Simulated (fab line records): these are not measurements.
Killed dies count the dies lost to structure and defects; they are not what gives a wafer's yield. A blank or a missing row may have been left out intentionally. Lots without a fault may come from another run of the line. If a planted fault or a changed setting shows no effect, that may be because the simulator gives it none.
Problem report, 8D (eight disciplines) form, completed by code | flow n5_finfet | the parts of the form that need people (team, actions taken, sign-off) are left out

1. PROBLEM STATEMENT
platen_rpm at N5_BEOL_M5_CMP_52 reads a mean of 52.01 rpm on 6 wafers of 2 lots; wafers without a fault read 50.00 rpm with a standard deviation of 0.037. Measured from the usual mean, that is +54 standard deviations.
The step: polishes, stops on SiCOH lowk, t overpolish 6.9 s, target thk 62 nm.
First seen on wafer L589.3, day 9 22:58, on cmp-02. Wafers with a number at this step in the record: 33, from 11 lots. The rule behind "out" and "out of limits": a value lying over 4 standard deviations away from the usual mean. Any other wafer with a number is counted as sound.

2. WHAT IT IS AND WHAT IT IS NOT
question                    | is                     | is not
which readings at this step | platen_rpm             | motor_current_A
which lots                  | L589, L591             | L584, L590, L600, L601, L602, L603, L604, L605, L606
which wafers of those lots  | all that have a number | -
read on which tools         | cmp-02                 | cmp-01, cmp-03
when                        | from day 9 22:58       | up to then (3 sound wafers); but 24 sound wafers of L590, L600, L601, L602, L603, L604, L605, L606 came after

3. WHAT RULES OUT EACH SUSPECT
Counting: any tool at a process step up to the reading is kept as a suspect provided that every lot that is out went through it and no sound lot did after the first of them.
- pvd_sputter-01 at N5_BEOL_M5_SURFACE_TREAT_87: ruled out as a lasting fault. The sound lots L600, L601 went through it after L589, its earliest lot that is out (day 9 17:20).
- cmp-02 at N5_BEOL_M5_CMP_52 (polishes, stops on SiCOH lowk, t overpolish 6.9 s, target thk 62 nm): ruled out as a lasting fault. The sound lots L602, L604, L606 went through it after L589, its earliest lot that is out (day 9 22:58).
Left after counting: nothing in the record.

4. THE CAUSE (what the simulator had put in)
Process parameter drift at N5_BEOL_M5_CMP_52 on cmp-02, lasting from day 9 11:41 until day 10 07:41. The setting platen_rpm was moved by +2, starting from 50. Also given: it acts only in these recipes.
Counting ruled it out, wrongly.

5. SEQUENCE OF EFFECTS, ordered by route
Each row: a reading where the mean over the struck wafers with a number is more than 3 standard deviations away from the usual. Only readings whose record carries a usual standard deviation are examined. hours: median over the lots of the time between each lot's start at the first step of this table that gives one and its start at this step. sigmas: the change, counted in usual standard deviations.
hours | step              | reading    | usual     | on struck wafers | change | sigmas
0     | N5_BEOL_M5_CMP_52 | platen_rpm | 50.00 rpm | 52.01            | +2.01  | +54
The process steps in it:
- N5_BEOL_M5_CMP_52: polishes, stops on SiCOH lowk, t overpolish 6.9 s, target thk 62 nm.

6. HOW IT WOULD HAVE BEEN CAUGHT EARLIER
First out-of-limits reading in this record: day 9 22:58, which is 11 hours after fault onset at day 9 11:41.
